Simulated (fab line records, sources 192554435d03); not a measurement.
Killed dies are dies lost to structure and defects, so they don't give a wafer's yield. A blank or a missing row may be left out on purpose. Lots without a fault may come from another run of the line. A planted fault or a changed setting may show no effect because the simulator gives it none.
One fault seen from 3 desks | flow n5_finfet | each desk has only its own numbers; what lay behind them comes last

THE METROLOGY DESK
What the gauges read, lot by lot, whatever tool the lot ran on: means of the sampled wafers that have a number. A lot is out of limits, marked OUT, if its mean lies more than 4 standard deviations from the usual mean; the brackets give that distance. Of its 11 readings 7 are shown: those that lie furthest out on some lot.
Columns: A = IOFF_N at N5_BEOL_M4_RC_MEAS_101, usual 0.16 nA/um; B = IOFF_P at N5_BEOL_M4_RC_MEAS_101, usual 0.22 nA/um; C = ION_N at N5_BEOL_M4_RC_MEAS_101, usual 675 uA/um; D = SS_N at N5_BEOL_M4_RC_MEAS_101, usual 71.5 mV/dec; E = SS_P at N5_BEOL_M4_RC_MEAS_101, usual 73.2 mV/dec; F = VT_N at N5_BEOL_M4_RC_MEAS_101, usual 250 mV; G = VT_P at N5_BEOL_M4_RC_MEAS_101, usual -249 mV
lot  | first seen here | A    | B    | C   | D    | E    | F   | G
L190 | day 2 15:32     | 0.11 | 0.17 | 667 | 71.5 | 72.0 | 253 | -252
L192 | day 3 03:11     | 0.10 | 0.15 | 650 | 70.7 | 72.7 | 256 | -254
L198 | day 4 15:03     | 0.16 | 0.20 | 685 | 71.8 | 73.4 | 247 | -250
L201 | day 5 10:06     | 0.20 | 0.26 | 687 | 72.5 | 74.0 | 246 | -247
L208 | day 7 04:26     | 0.14 | 0.19 | 669 | 71.4 | 72.9 | 252 | -251
L210 | day 7 14:50     | 0.14 | 0.19 | 668 | 71.4 | 73.6 | 250 | -251
This desk's finding: nothing out of limits on any of the 6 lots.

THE TOOL OWNER'S DESK: rie_si-01
The tool's own readings at N5_FIN_CUT_CUT_ETCH_15 (etches Si in HBr/Cl2/O2, target depth 100 nm, bt time 10 s, time 42.4 s): means of the sampled wafers that have a number, for each lot that ran on this tool. A lot is out of limits, marked OUT, if its mean lies more than 4 standard deviations from the usual mean; the brackets give that distance.
Columns: A = drypump_motor_current_A at N5_FIN_CUT_CUT_ETCH_15, usual 5.82 A; B = oes_product_au at N5_FIN_CUT_CUT_ETCH_15, usual 1.004 a.u.; C = throttle_valve_pct at N5_FIN_CUT_CUT_ETCH_15, usual 37.0 %
lot  | first seen here | A    | B     | C
L192 | day 3 03:57     | 5.95 | 1.005 | 37.5
L198 | day 4 15:46     | 6.05 | 0.999 | 37.2
L201 | day 5 11:08     | 6.03 | 1.003 | 37.2
This desk's finding: nothing out of limits on any of the 3 lots.

THE DEFECT DESK
What the inspections along the route counted, lot by lot: means of the sampled wafers that have a number. A lot is out of limits, marked OUT, if its mean lies more than 4 standard deviations from the usual mean; the brackets give that distance.
Columns: A = raw_defect_count at N5_FIN_CUT_INSPECT_10, usual 45
lot  | first seen here | A
L190 | day 2 15:35     | 53
L192 | day 3 03:14     | 73
L198 | day 4 15:06     | 48
L201 | day 5 10:09     | 52
L208 | day 7 04:29     | 39
L210 | day 7 14:53     | 29
This desk's finding: nothing out of limits on any of the 6 lots.

PUT TOGETHER
The metrology desk saw nothing out of limits.
The tool owner's desk saw nothing out of limits.
The defect desk saw nothing out of limits.

WHAT THE SIMULATOR HAD PUT IN
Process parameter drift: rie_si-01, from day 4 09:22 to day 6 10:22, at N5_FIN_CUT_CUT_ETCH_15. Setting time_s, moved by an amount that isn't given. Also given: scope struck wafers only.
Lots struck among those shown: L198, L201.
